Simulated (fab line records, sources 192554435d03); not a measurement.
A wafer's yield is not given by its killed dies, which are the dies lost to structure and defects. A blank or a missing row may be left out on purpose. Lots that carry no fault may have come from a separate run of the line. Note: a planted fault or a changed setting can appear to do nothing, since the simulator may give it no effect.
Matching of chambers ; flow n5-finfet ; N5_BEOL_M5_PECVD_70 on pecvd-02: 3 sister chambers
The step deposits SiO2 from TEOS/O2, target thk 16 nm, time 18 s. 3 wafers are shown with their chamber, then 9 later ones without.

EACH WAFER AND ITS CHAMBER
wafer;chamber;heater-power-w (W)
L089.1;2;795
L089.3;0;819
L089.4;1;510

WAFERS MISSING THEIR CHAMBER
wafer;heater-power-w (W)
L092.2;824
L092.4;777
L092.6;538
L094.1;823
L094.2;844
L094.3;835
L096.2;569
L096.3;835
L096.5;555

CHAMBER TAKEN BY EACH
wafer;from the rows above;in truth
L092.2;can't be placed: 0 or 2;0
L092.4;can't be placed: 2 or 0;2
L092.6;1;1
L094.1;can't be placed: 0 or 2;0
L094.2;can't be placed: 0 or 2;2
L094.3;can't be placed: 0 or 2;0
L096.2;1;1
L096.3;can't be placed: 0 or 2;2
L096.5;1;1
Correctly placed: 3 of 9. Unplaceable from these rows: 6, with the true chamber sitting among the candidates in 6. Number placed wrongly: 0.
How it was worked out, from the rows above alone: a wafer's distance from a chamber is the root of the sum, over the readings, of the square of ((its reading less the chamber's mean) divided by the reading's scatter). If the next closest chamber is less than 2 further off than the closest, the wafer can't be placed; otherwise it belongs to the closest. The mean given for a chamber averages the wafers shown for that chamber. The scatter: root of mean squared gap, hidden wafer to nearest shown wafer, with one shown wafer a chamber.
